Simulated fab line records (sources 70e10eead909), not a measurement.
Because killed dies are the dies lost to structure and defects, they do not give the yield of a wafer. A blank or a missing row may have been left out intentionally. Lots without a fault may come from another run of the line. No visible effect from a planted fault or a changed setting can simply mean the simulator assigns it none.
A struck lot beside a sound one || flow nand_harc || 14 out of 1302 route steps
Sound: the wafers L858.2, L858.3, L858.5. Struck: wafer L863.6 (L863.3, L863.5, from the same lot, were not struck and are left out); the cause is given at the end.
For every step that has rows: the tool of each side, followed by ch and its chambers, followed by its first start. Under that, the readings that differ: sound wafers || struck wafers || difference of the means || sigmas: that difference in standard deviations of wafers without a fault.
alike: same words and numbers on both sides, and readings whose means sit less than 2 such deviations apart. not compared: any withheld reading, any reading some wafer has no value for, any bound like >300 that may hide the same value, and any number with overlapping values for which the record gives no deviation.
Wherever a step has rows on one side only, a row that says differs or no value, or a row with sigmas, the two part there. When numbers do not overlap yet have no deviation, they are printed without sigmas and do not part them. Lack of a reading on every wafer of one side parts them only where that side has two or more wafers.

NHARC_A_SLIT_ETCH_26: etches the open film in C4F8/O2/Ar, time 90 s, target depth 400 nm.
  sound on har_etch-01 ch 0,1, day 22 07:54; struck on har_etch-01 ch 1, day 24 08:32
  alike: c4f8_flow_sccm, drypump_motor_current_A, showerhead_plenum_p_Torr, throttle_valve_pct
  not compared: rf_hours_counter_h
then, 1 step without rows for these wafers: NHARC_A_SLIT_STRIP_28 (strips in O2/COS).
NHARC_A_SLIT_ETCH_29: etches the open film in CF4/O2, target depth 100 nm, overetch 10 nm, time 55 s.
  sound on rie_diel-08 ch 0,2,3, day 22 08:49; struck on rie_diel-03 ch 0, day 24 09:20
{"reading": "drypump_motor_current_A (A)", "sound": "5.7 5.9 5.6", "struck": 4.7, "difference": -1.0, "sigmas": -2}
  alike: cf4_flow_sccm, oes_product_au, rf_vpp_V, showerhead_plenum_p_Torr, throttle_valve_pct
  not compared: rf_hours_counter_h
NHARC_A_SLIT_STRIP_18: strips in O2.
  sound on rie_diel-08 ch 0,1,3; struck on rie_diel-03 ch 1
{"reading": "showerhead_plenum_p_Torr (Torr)", "sound": "3.51 3.44 3.53", "struck": 3.78, "difference": "+0.29", "sigmas": "+3"}
  alike: drypump_motor_current_A, oes_product_au, rf_vpp_V, throttle_valve_pct
  not compared: rf_hours_counter_h
then, 2 steps without rows for these wafers: NHARC_A_SLIT_PRECLEAN_19 (cleans in SC1); NHARC_A_SLIT_SRD_20.
NHARC_A_SLIT_CD_MEAS_21:
  sound on cd_sem-03 at day 22 09:21; struck on cd_sem-03 at day 24 09:52
  alike: cd_nm
then, 3 steps without rows for these wafers: NHARC_A_SIN_REMOVE_WET_00 (chemistry H3PO4, time 15300 s); NHARC_A_SIN_REMOVE_PRECLEAN_01 (cleans in SC1); NHARC_A_SIN_REMOVE_SRD_02.
NHARC_A_SIN_REMOVE_INSPECT_04:
  sound on defect_inspect-01 at day 22 16:00; struck on defect_inspect-02 at day 24 16:29
  alike: raw_defect_count
NHARC_A_WL_FILL_ALD_00: deposits Al2O3, target thk 3 nm, pulse time 3 s, ald cycles 30.
  sound on ald_hk-01 ch 0,2,3, day 22 16:06; struck on ald_hk-01 ch 0, day 24 16:35
{"reading": "ald_cycles", "sound": "30 30 30", "struck": 40, "difference": "+10", "sigmas": ""}
  alike: heater_power_w, precursor_pulse_height_rel
NHARC_A_WL_FILL_RTA_01: time 5 s.
  sound on rtp_anneal-01 ch 0, day 22 16:22; struck on rtp_anneal-01 ch 0, day 24 16:52
  alike: lamp_power_pct, wafer_temp_C_max
-- jump in the record: it breaks off in module A_WL_FILL and resumes in module END (first step shown: number 1302 of the route), and 4 days separate the struck wafers' starts before and after --
NHARC_END_SORT_01:
  sound on prober-01 ch 0, day 26 15:44; struck on prober-02 ch 0, day 29 00:52
{"reading": "killed_at_array", "sound": "54 49 46", "struck": 95, "difference": "+45", "sigmas": "+2"}
{"reading": "killed_dies", "sound": "55 50 47", "struck": 101, "difference": "+50", "sigmas": "+2"}
  alike: killed_at_other, killed_at_periphery, killed_open, killed_short

## WHERE THEY PART
Earliest at NHARC_A_SLIT_ETCH_29; latest, in this record, at NHARC_END_SORT_01.

WHY: what the simulator had put in
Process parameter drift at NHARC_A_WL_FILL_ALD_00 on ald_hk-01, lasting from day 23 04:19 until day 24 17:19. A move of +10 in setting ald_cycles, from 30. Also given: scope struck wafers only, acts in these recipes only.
